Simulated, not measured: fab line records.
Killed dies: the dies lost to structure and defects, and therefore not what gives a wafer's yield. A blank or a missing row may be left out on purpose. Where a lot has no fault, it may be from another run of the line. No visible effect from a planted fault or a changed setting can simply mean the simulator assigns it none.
A lot that was struck, set against a sound lot -- flow n5 finfet -- 16 out of 1938 route steps
Sound: the wafers L591.3, L591.5, L591.6. Wafers struck: L602.4, L602.5. The cause comes at the end.
Order at every step that has rows: each side's tool, ch and its chambers, its first start. Under that, the readings that differ: sound wafers -- struck wafers -- difference of the means -- sigmas: that difference in standard deviations of wafers without a fault.
alike: readings whose means differ by less than 2 such deviations, and words and numbers that are the same on both sides. not compared: withheld readings, readings that some wafer has no value for, bounds like >300 that may hide the same value, and numbers for which the record gives no deviation and whose values overlap.
The two part at a step that has a row with sigmas, a row that says differs or no value, or rows on one side only. When numbers do not overlap yet have no deviation, they are printed without sigmas and do not part them. Lack of a reading on every wafer of one side parts them only where that side has two or more wafers.

first, 7 steps without rows for these wafers: N5_BEOL_M1_COAT_76 (time 60 s, resist thk 5 nm); N5_BEOL_M1_COAT_22 (resist thk 30 nm); N5_BEOL_M1_EBR_24; N5_BEOL_M1_SOFTBAKE_23 (time 60 s); N5_BEOL_M1_EXPOSE_25 (exposes mask V0, defocus 5 nm, target cd 24 nm); N5_BEOL_M1_PEB_26 (peb time 60 s); N5_BEOL_M1_DEVELOP_27 (develop time 30 s).
N5_BEOL_M1_CD_MEAS_28: target cd y 23.3 nm.
  sound on cd sem-02 ch 0, day 6 09:55; struck on cd sem-02 ch 0, day 9 10:22
  alike: cd nm
N5_BEOL_M1_OVL_MEAS_29:
  sound on overlay-02 ch 0, day 6 09:57; struck on overlay-02 ch 0, day 9 10:25
reading,sound,struck,difference,sigmas
V0_OVL (nm),0.2 0.0 -0.4,-1.5 -1.4,-1.4,-2
N5_BEOL_M1_INSPECT_30: inspects for defects (brightfield).
  struck on defect inspect-01, day 9 10:27; sound on defect inspect-01, day 6 10:00
  alike: raw defect count
N5_BEOL_M1_DESCUM_33: chemistry O2, time 7 s.
  sound on rie diel-01 ch 2,3, day 6 10:02; struck on rie diel-05 ch 0,3, day 9 10:30
reading,sound,struck,difference,sigmas
rf vpp V (V),243.5 243.8 244.2,240.0 238.3,-4.7,-3
showerhead plenum p Torr (Torr),2.16 2.17 2.16,1.98 1.99,-0.18,-2
temp c (C),40.01 39.96 39.86,40.28 40.05,+0.22,+2
  alike: drypump motor current A, oes product au, throttle valve pct
  not compared: rf hours counter h
N5_BEOL_M1_ETCH_77: etches underlayer in N2/H2, target depth 6.5 nm, time 5.2 s.
  sound on rie diel-01 ch 2,3, day 6 10:04; struck on rie diel-05 ch 0,3, day 9 10:32
reading,sound,struck,difference,sigmas
rf vpp V (V),526.4 525.7 526.4,521.0 519.3,-6.0,-2
showerhead plenum p Torr (Torr),2.64 2.63 2.64,2.41 2.43,-0.22,-2
  alike: drypump motor current A, etch rf on time s, oes product au, throttle valve pct
  not compared: rf hours counter h
N5_BEOL_M1_ETCH_69: etches SiARC in CF4, target depth 15.6 nm, time 26 s.
  sound on rie diel-01 ch 2,3, day 6 10:05; struck on rie diel-05 ch 0,3, day 9 10:34
reading,sound,struck,difference,sigmas
etch rf on time s (s),26.1 26.2 26.2,36.9 35.7,+10.1,+21
showerhead plenum p Torr (Torr),2.22 2.22 2.22,2.04 2.06,-0.17,-2
  alike: drypump motor current A, oes product au, rf vpp V, throttle valve pct
  not compared: rf hours counter h
N5_BEOL_M1_ALD_98: deposits SiO2, target thk 2.5 nm, pulse time 1 s, co reactant pulse time 1 s.
  sound on ald sin-04 ch 0,3, day 6 10:18; struck on ald sin-01 ch 2, day 9 10:37
  alike: chamber pressure Torr, heater power w, precursor pulse height rel, susceptor temp C
N5_BEOL_M4_RC_MEAS_101:
  sound on prober-01 ch 0, day 8 01:25; struck on prober-02 ch 0, day 10 23:06
reading,sound,struck,difference,sigmas
VT_P (mV),-247 -250 -248,-255 -258,-8,-2
  alike: DIBL_N, DIBL_P, IOFF_N, IOFF_P, ION_N, ION_P, SS_N, SS_P, VT_N
N5_PASSIVATION_PROBE_49:
  rows exist in the record for the sound wafers here (prober-01, day 12 09:51), none for the struck ones

== WHERE THEY PART ==
Earliest at N5_BEOL_M1_OVL_MEAS_29; latest, in this record, at N5_PASSIVATION_PROBE_49.

WHY: what the simulator had put in
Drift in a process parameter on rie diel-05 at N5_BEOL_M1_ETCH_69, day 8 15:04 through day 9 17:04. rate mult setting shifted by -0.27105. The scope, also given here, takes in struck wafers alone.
